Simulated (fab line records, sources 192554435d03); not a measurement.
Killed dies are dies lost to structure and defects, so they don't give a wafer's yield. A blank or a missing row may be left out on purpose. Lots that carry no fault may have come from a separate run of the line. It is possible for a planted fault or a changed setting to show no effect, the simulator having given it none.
One fault through the eyes of 3 desks	flow n5Finfet	only its own numbers are on each desk; what lay behind them is given at the end

== TOOL OWNER'S DESK, aldSin-02 ==
The tool's own readings at N5_SPACER0_ALD_00 (deposits SiOCN, target thk 3.5 nm, pulse time 3 s, purge time 2 s): means of the sampled wafers that have a number, for each lot that ran on this tool. Marked OUT: a lot whose mean sits more than 4 standard deviations from the usual mean, which makes it out of limits; the brackets give that distance.
Columns: A = heaterPowerW at N5_SPACER0_ALD_00, usual 807 W; B = precursorPulseHeightRel at N5_SPACER0_ALD_00, usual 1.002; C = susceptorTempC at N5_SPACER0_ALD_00, usual 399.99 C
lot	first seen here	A	B	C
L916	day 3 08:37	776	1.023	399.95
L917	day 3 14:03	740	0.999	399.96
L929	day 6 14:44	764	1.004	400.12
L931	day 6 22:47	786	0.999	399.99
This desk's finding: nothing out of limits on any of the 4 lots.

== METROLOGY DESK ==
Lot by lot, what the gauges showed, no matter which tool ran the lot: averages of those sampled wafers that carry a number. Marked OUT: a lot whose mean sits more than 4 standard deviations from the usual mean, which makes it out of limits; the brackets give that distance. Readings shown: 7 of its 10, picked as those furthest out on some lot.
Columns: A = DIBL_N at N5_BEOL_M4_RC_MEAS_101, usual 36.0 mV/V; B = DIBL_P at N5_BEOL_M4_RC_MEAS_101, usual 36.3 mV/V; C = IOFF_P at N5_BEOL_M4_RC_MEAS_101, usual 0.21 nA/um; D = ION_P at N5_BEOL_M4_RC_MEAS_101, usual 463 uA/um; E = SS_N at N5_BEOL_M4_RC_MEAS_101, usual 71.4 mV/dec; F = VT_N at N5_BEOL_M4_RC_MEAS_101, usual 251 mV; G = VT_P at N5_BEOL_M4_RC_MEAS_101, usual -250 mV
lot	first seen here	A	B	C	D	E	F	G
L917	day 8 02:01	34.5	33.9	0.20	461	71.2	252	-251
L916	day 8 05:23	33.6	32.8	0.16	458	70.2	253	-255
L918	day 8 16:43	34.0	35.9	0.22	474	71.4	251	-247
L920	day 9 03:45	34.4	34.9	0.18	458	71.1	252	-252
L929	day 11 09:07	33.3	36.2	0.20	462	70.6	253	-248
L931	day 11 14:59	36.7	37.6	0.21	458	71.4	249	-252
L934	day 12 23:50	38.9	38.8	0.22	456	71.9	250	-252
L937	day 13 11:44	38.4	40.9	0.30	473	71.4	245	-244
L938	day 13 22:22	35.1	35.2	0.21	467	70.9	252	-251
This desk's finding: nothing out of limits on any of the 9 lots.

== THE DEFECT DESK ==
Lot by lot, what the route's inspections counted, given as the mean of those sampled wafers with a number. Marked OUT: a lot whose mean sits more than 4 standard deviations from the usual mean, which makes it out of limits; the brackets give that distance.
Columns: A = rawDefectCount at N5_DUMMY_GATE_INSPECT_27, usual 291
lot	first seen here	A
L916	day 3 08:10	243
L917	day 3 13:52	202
L918	day 3 18:05	245
L920	day 4 07:47	299
L929	day 6 14:32	301
L931	day 6 22:36	342
L934	day 7 17:43	362
L937	day 8 12:17	353
L938	day 8 19:38	276
This desk's finding: nothing out of limits on any of the 9 lots.

== TAKEN TOGETHER ==
The desk of the tool owner found nothing out of limits.
The metrology desk saw nothing out of limits.
Nothing out of limits was seen by the defect desk.

== WHAT THE SIMULATOR HAD INSERTED ==
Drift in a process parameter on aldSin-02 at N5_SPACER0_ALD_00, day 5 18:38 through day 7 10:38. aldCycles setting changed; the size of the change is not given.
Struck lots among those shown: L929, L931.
